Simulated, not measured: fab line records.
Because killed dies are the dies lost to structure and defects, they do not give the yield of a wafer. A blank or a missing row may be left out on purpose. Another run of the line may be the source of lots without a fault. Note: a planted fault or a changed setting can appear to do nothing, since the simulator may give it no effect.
Chamber matching    flow n5-finfet    N5_BEOL_M6_TRENCH_ETCH_37 on rie-diel-04 has 4 sister chambers
The step etches SiCOH lowk in C4F6/O2, target depth 94.435 nm, time 31.5 s. 14 wafers are shown with their chamber, then 6 later ones without.

## WAFERS PAIRED WITH THEIR CHAMBERS
wafer   chamber  drypump-motor-current-A (A)  showerhead-plenum-p-Torr (Torr)  rf-vpp-V (V)
L106.2  3        5.1                          2.91                             668
L106.4  1        5.5                          2.77                             664
L106.5  0        6.1                          3.01                             672
L109.5  2        5.2                          2.81                             660
L109.6  1        5.5                          2.76                             663
L118.2  1        5.6                          2.75                             663
L118.4  2        5.2                          2.80                             660
L118.6  0        6.1                          3.00                             672
L126.4  0        6.1                          2.99                             672
L126.5  2        5.2                          2.79                             659
L126.6  1        5.5                          2.75                             665
L128.3  2        5.2                          2.79                             659
L128.4  0        6.1                          2.99                             671
L128.5  2        5.2                          2.79                             659

SIGNATURES (averages over the wafers above)
reading                   chamber 0  chamber 1  chamber 2  chamber 3  scatter within a chamber
drypump-motor-current-A   6.100      5.525      5.200      5.100      0.0274
showerhead-plenum-p-Torr  2.9975     2.7575     2.7960     2.9100     0.00933
rf-vpp-V                  671.75     663.75     659.40     668.00     0.686
Rule: distance of a wafer from a chamber = root of the sum over the readings of ((wafer's reading minus chamber's mean) / reading's scatter) squared. If the next closest chamber is less than 2 further off than the closest, the wafer can't be placed; otherwise it belongs to the closest. The scatter: the root of (the sum of the squares of (reading less its chamber's mean) over the shown wafers, divided by (wafers less chambers)).

## WAFERS MISSING THEIR CHAMBER
wafer   drypump-motor-current-A (A)  showerhead-plenum-p-Torr (Torr)  rf-vpp-V (V)
L123.1  5.1                          2.88                             667
L123.2  5.6                          2.74                             664
L123.5  5.6                          2.74                             664
L127.3  5.1                          2.79                             659
L127.4  5.6                          2.74                             663
L127.6  5.2                          2.79                             659

## THE CHAMBER EACH PASSED THROUGH
wafer   from the rows above  in truth
L123.1  3                    3
L123.2  1                    1
L123.5  1                    1
L127.3  2                    2
L127.4  1                    1
L127.6  2                    2
Placed correctly: 6 of 6. From these rows, 0 cannot be placed. Number placed wrongly: 0.
